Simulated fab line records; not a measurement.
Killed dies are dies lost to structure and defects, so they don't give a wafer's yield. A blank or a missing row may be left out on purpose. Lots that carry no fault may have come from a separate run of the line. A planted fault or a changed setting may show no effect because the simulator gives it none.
Which of the tools did it?    flow nand_harc    13 lots with 38 wafers sampled at 4 steps, on a route of 1302 steps

== WHAT THE GAUGES READ, wafer by wafer ==
NHARC_A_ZERO_WELL_CD_MEAS_10 targets a cd of 2000 nm. Usual: 2000.1 nm for cd_nm, sd 1.9.
lot   measured      on         cd_nm (nm)            flag
L852  day 6 19:23   cd_sem-02  1999.6 1999.2 1997.3  
L853  day 7 02:50   cd_sem-03  1998.2 2000.6 2001.0  
L854  day 7 18:08   cd_sem-03  2001.6 2001.1 2001.8  
L859  day 9 14:20   cd_sem-03  1999.4 1994.1         
L864  day 11 16:20  cd_sem-02  2003.9 2001.5 2002.1  
L866  day 12 18:16  cd_sem-01  2001.6 2002.4 2001.6  
L865  day 12 18:50  cd_sem-02  1996.8 1999.5 2001.0  
L868  day 13 12:56  cd_sem-02  1999.3 1998.9 1997.4  
L869  day 14 04:02  cd_sem-02  1998.1 2000.4 2001.4  
L870  day 14 04:42  cd_sem-03  1999.5 1999.3 1999.2  
L871  day 14 16:17  cd_sem-02  1999.9 1999.0 2002.0  
L872  day 15 04:16  cd_sem-01  1998.8 2001.5 2000.1  
L873  day 15 09:31  cd_sem-01  2000.2 2001.9 1997.5  

NHARC_A_SOURCE_PLATE_THK_MEAS_09: measures by ellipsometry. Usual: 9.8 nm for thk_nm, sd 0.98.
lot   measured      on             thk_nm (nm)     flag
L852  day 7 06:19   film_metro-01  9.1 9.4 9.4     
L853  day 7 11:08   film_metro-02  12.4 9.9 9.0    
L854  day 8 02:52   film_metro-01  10.7 10.8 11.7  
L859  day 9 23:11   film_metro-01  8.3 11.6        
L864  day 12 01:12  film_metro-01  7.6 10.3 8.0    
L866  day 13 03:01  film_metro-02  10.3 8.5 9.2    
L865  day 13 03:01  film_metro-01  9.0 8.5 10.7    
L868  day 14 00:33  film_metro-02  9.4 9.6 9.5     
L869  day 14 12:22  film_metro-01  10.3 9.3 10.0   
L870  day 14 12:22  film_metro-02  10.4 11.4 10.2  
L871  day 15 02:04  film_metro-02  10.6 10.2 7.1   
L872  day 15 12:31  film_metro-01  10.1 7.9 12.1   
L873  day 15 17:49  film_metro-02  9.5 9.6 10.7    

NHARC_A_ONON_D1_THK_MEAS_30: measures by ellipsometry. Usual: 1006 nm for thk_nm, sd 9.6.
lot   measured      on             thk_nm (nm)     flag
L852  day 8 10:41   film_metro-01  1009 1009 1009  
L853  day 8 10:41   film_metro-02  1000 1003 1002  
L854  day 9 05:40   film_metro-01  1015 1016 1015  
L859  day 11 02:07  film_metro-02  998 701         OFF
L864  day 13 02:37  film_metro-01  1010 1010 1011  
L866  day 14 07:15  film_metro-01  1002 1002 1001  
L865  day 14 07:28  film_metro-01  1004 1001 1005  
L868  day 15 06:23  film_metro-02  1006 1008 1007  
L869  day 15 16:33  film_metro-01  1015 1012 1013  
L870  day 15 16:34  film_metro-02  1010 1011 1010  
L871  day 16 04:05  film_metro-02  984 983 985     
L872  day 16 14:10  film_metro-01  995 995 995     
L873  day 16 22:20  film_metro-01  1017 1015 1018  

== TOOL THAT RAN EACH LOT (tool first, then ch and the chambers of the sampled wafers, then the start) ==
lot   NHARC_A_ONON_D1_DEP_28
L852  pecvd_onon-01 ch 0, day 8 10:11
L853  pecvd_onon-03 ch 0, day 8 10:14
L854  pecvd_onon-01 ch 0, day 9 05:11
L859  pecvd_onon-01 ch 0, day 11 01:40
L864  pecvd_onon-04 ch 0, day 13 02:13
L866  pecvd_onon-03 ch 0, day 14 06:44
L865  pecvd_onon-01 ch 0, day 14 07:01
L868  pecvd_onon-04 ch 0, day 15 05:56
L869  pecvd_onon-01 ch 0, day 15 16:06
L870  pecvd_onon-03 ch 0, day 15 16:04
L871  pecvd_onon-04 ch 0, day 16 03:34
L872  pecvd_onon-03 ch 0, day 16 13:38
L873  pecvd_onon-04 ch 0, day 16 21:56
- NHARC_A_ONON_D1_DEP_28: target thk 1000 nm.

== AS READ BY THE TOOLS THEMSELVES (means over the sampled wafers that have a number; for cases with no such wafer, the mark the record gives instead) ==
The record holds no such reading with a usual standard deviation.

== THE ANSWER, worked out from the rows above alone ==
Rule: lot off if the mean of its wafers having a number is beyond 3 standard deviations from the usual mean. A lot without any number at a reading at which 4 lots or more have one is off too. The other lots that the step has rows for count as sound. Order of review: gauges by route order, followed by the tools' own readings, for which a lot's mean as printed above is used. The first step at which some lot is off is used, and at that step the reading that is off furthest; a lot without a number counts as furthest.
Off, at NHARC_A_ONON_D1_THK_MEAS_30 on thk_nm: L859.
If a tool, at a process step before that reading, ran all the lots that are off and no sound lot after the first of them, it fits. Gauges at NHARC_A_ONON_D1_THK_MEAS_30: tried the same way as those tools. None of those tried fits.

== WHAT THE SIMULATOR HAD PUT IN ==
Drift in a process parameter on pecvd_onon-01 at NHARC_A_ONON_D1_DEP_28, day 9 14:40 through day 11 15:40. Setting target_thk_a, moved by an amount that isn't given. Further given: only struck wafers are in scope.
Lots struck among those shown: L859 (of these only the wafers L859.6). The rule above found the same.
